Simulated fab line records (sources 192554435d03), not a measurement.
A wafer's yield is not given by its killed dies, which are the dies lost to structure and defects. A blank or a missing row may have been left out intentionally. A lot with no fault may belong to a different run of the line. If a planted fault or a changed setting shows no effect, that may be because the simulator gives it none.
Split-lot trial ; flow n5 finfet ; route with 1938 steps; 7 lots, 39 wafers read

ON THE SPLIT
At N5_DUMMY_GATE_HM_DEP_06 (deposits SiNx from DCS/NH3, target thk 80 nm, time 5141 s), the setting time s was moved away from the recipe's 5141 s on 36 of the 39 wafers read, by -43.0% to +46.3%. All remaining wafers had this setting at the recipe value.

Reading taken at the split's own step.

THE READING
SiNx_of_DUMMY_GATE_HM_DEP_06.thk nm (the simulator's own value, which no gauge read), in nm, at N5_DUMMY_GATE_HM_DEP_06 (deposits SiNx from DCS/NH3, target thk 80 nm, time 5141 s). The file does not state a usual value for it. Across the 3 wafers here that went through the recipe, the average is 81.3 nm and the standard deviation 0.25 nm.

wafer;tool, chamber at the split;time s as run, s;against the recipe;SiNx_of_DUMMY_GATE_HM_DEP_06.thk nm, nm;against lot-mates on the recipe
L074.1;-, -;3545;-31.0%;55.6;no lot-mate on the recipe
L074.2;-, -;3545;-31.0%;56.4;no lot-mate on the recipe
L074.3;-, -;3545;-31.0%;56.4;no lot-mate on the recipe
L074.4;-, -;3545;-31.0%;55.8;no lot-mate on the recipe
L074.5;-, -;3545;-31.0%;56.2;no lot-mate on the recipe
L074.6;-, -;3545;-31.0%;56.2;no lot-mate on the recipe
L075.1;-, -;7523;+46.3%;117;no lot-mate on the recipe
L075.2;-, -;7523;+46.3%;115.8;no lot-mate on the recipe
L075.3;-, -;7523;+46.3%;116.8;no lot-mate on the recipe
L075.4;-, -;7523;+46.3%;116.4;no lot-mate on the recipe
L075.5;-, -;7523;+46.3%;116.4;no lot-mate on the recipe
L075.6;-, -;7523;+46.3%;116.4;no lot-mate on the recipe
L077.1;-, -;6518;+26.8%;101.2;no lot-mate on the recipe
L077.2;-, -;6518;+26.8%;101.2;no lot-mate on the recipe
L077.3;-, -;6518;+26.8%;100.4;no lot-mate on the recipe
L077.4;-, -;6518;+26.8%;100.8;no lot-mate on the recipe
L077.6;-, -;6518;+26.8%;100.8;no lot-mate on the recipe
L077.5;-, -;6518;+26.8%;100;no lot-mate on the recipe
L082.1;-, -;7257;+41.2%;111.6;no lot-mate on the recipe
L082.2;-, -;7257;+41.2%;111.4;no lot-mate on the recipe
L082.4;-, -;7257;+41.2%;111.4;no lot-mate on the recipe
L082.5;-, -;7257;+41.2%;111.4;no lot-mate on the recipe
L082.6;-, -;7257;+41.2%;111.4;no lot-mate on the recipe
L082.3;-, -;7257;+41.2%;111;no lot-mate on the recipe
L083.1;-, -;2931;-43.0%;45.4;no lot-mate on the recipe
L083.3;-, -;2931;-43.0%;45.4;no lot-mate on the recipe
L083.2;-, -;2931;-43.0%;46.2;no lot-mate on the recipe
L083.5;-, -;2931;-43.0%;46.2;no lot-mate on the recipe
L083.4;-, -;2931;-43.0%;45.8;no lot-mate on the recipe
L083.6;-, -;2931;-43.0%;45.6;no lot-mate on the recipe
L086.1;-, -;6203;+20.7%;94.8;no lot-mate on the recipe
L086.2;-, -;6203;+20.7%;95.4;no lot-mate on the recipe
L086.4;-, -;6203;+20.7%;95.4;no lot-mate on the recipe
L086.3;-, -;6203;+20.7%;95;no lot-mate on the recipe
L086.5;-, -;6203;+20.7%;95.6;no lot-mate on the recipe
L086.6;-, -;6203;+20.7%;95.6;no lot-mate on the recipe
L093.3;lpcvd-02, 0/50;5141;recipe;81.2;-
L093.4;lpcvd-02, 0/54;5141;recipe;81.6;-
L093.6;lpcvd-02, 0/64;5141;recipe;81;-

FIT RESULTS
A straight line over all 39 wafers: SiNx_of_DUMMY_GATE_HM_DEP_06.thk nm changes by +0.779 nm for each +1% of time s; r = +1.00; the points scatter about the line by 0.72 nm.
Too few moved wafers with a lot-mate on the recipe to fit a line net of each lot's own level.

THE FILE'S OWN FIT
SiNx_of_DUMMY_GATE_HM_DEP_06.thk nm changes by +0.779 nm for each +1% of time s, r = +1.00.
